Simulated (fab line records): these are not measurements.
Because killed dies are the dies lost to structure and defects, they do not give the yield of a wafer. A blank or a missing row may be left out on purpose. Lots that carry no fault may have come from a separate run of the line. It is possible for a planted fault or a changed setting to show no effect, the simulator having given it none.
Matching of chambers ; flow n5_finfet ; N5_GATE_CUT_ETCH_19 on rie_diel-02 has 4 sister chambers
The step etches SiNx in CH3F/O2, target depth 53.7 nm, time 76.7 s. 14 wafers are shown with their chamber, then 7 later ones without.

== WAFERS PAIRED WITH THEIR CHAMBERS ==
wafer;chamber;showerhead_plenum_p_Torr (Torr);throttle_valve_pct (%);oes_product_au (a.u.)
L078.2;3;2.05;16.21;0.60
L078.4;1;1.85;15.90;0.67
L078.6;0;2.02;16.53;0.65
L083.1;3;2.05;16.22;0.59
L083.2;2;1.97;16.27;0.57
L083.3;0;2.01;16.55;0.64
L084.2;0;2.01;16.56;0.65
L084.4;1;1.85;15.90;0.66
L084.5;0;2.01;16.56;0.63
L087.1;0;2.01;16.57;0.64
L087.3;1;1.85;15.92;0.66
L087.6;1;1.85;15.93;0.65
L089.1;0;2.01;16.58;0.63
L089.5;3;2.05;16.23;0.57

SIGNATURES, as means of the wafers listed above
reading;chamber 0;chamber 1;chamber 2;chamber 3;scatter within a chamber
showerhead_plenum_p_Torr;2.0117;1.8500;1.9700;2.0500;0.00289
throttle_valve_pct;16.5583;15.9125;16.2700;16.2200;0.0154
oes_product_au;0.6400;0.6600;0.5700;0.5867;0.0103
Rule: a wafer lies at a distance from a chamber equal to the root of the sum of squares, over the readings, of (its reading less the chamber's mean, divided by the reading's scatter). If the next closest chamber is less than 2 further off than the closest, the wafer can't be placed; otherwise it belongs to the closest. How the scatter is found: for the shown wafers, subtract from each reading the mean of its chamber, square and add these, divide the total by (wafers less chambers), then take the root.

== WAFERS WHOSE CHAMBER IS MISSING ==
wafer;showerhead_plenum_p_Torr (Torr);throttle_valve_pct (%);oes_product_au (a.u.)
L089.6;2.01;16.59;0.63
L092.1;1.84;15.94;0.65
L092.2;2.01;16.60;0.63
L092.4;2.04;15.76;0.83
L095.3;1.84;15.96;0.65
L095.4;2.01;16.60;0.63
L095.6;2.04;15.79;0.80

== EACH ONE'S CHAMBER ==
wafer;from the rows above;in truth
L089.6;0;0
L092.1;1;1
L092.2;0;0
L092.4;3;3
L095.3;1;1
L095.4;0;0
L095.6;3;3
Correctly placed: 7 of 7. Number that these rows cannot place: 0. Number placed wrongly: 0.
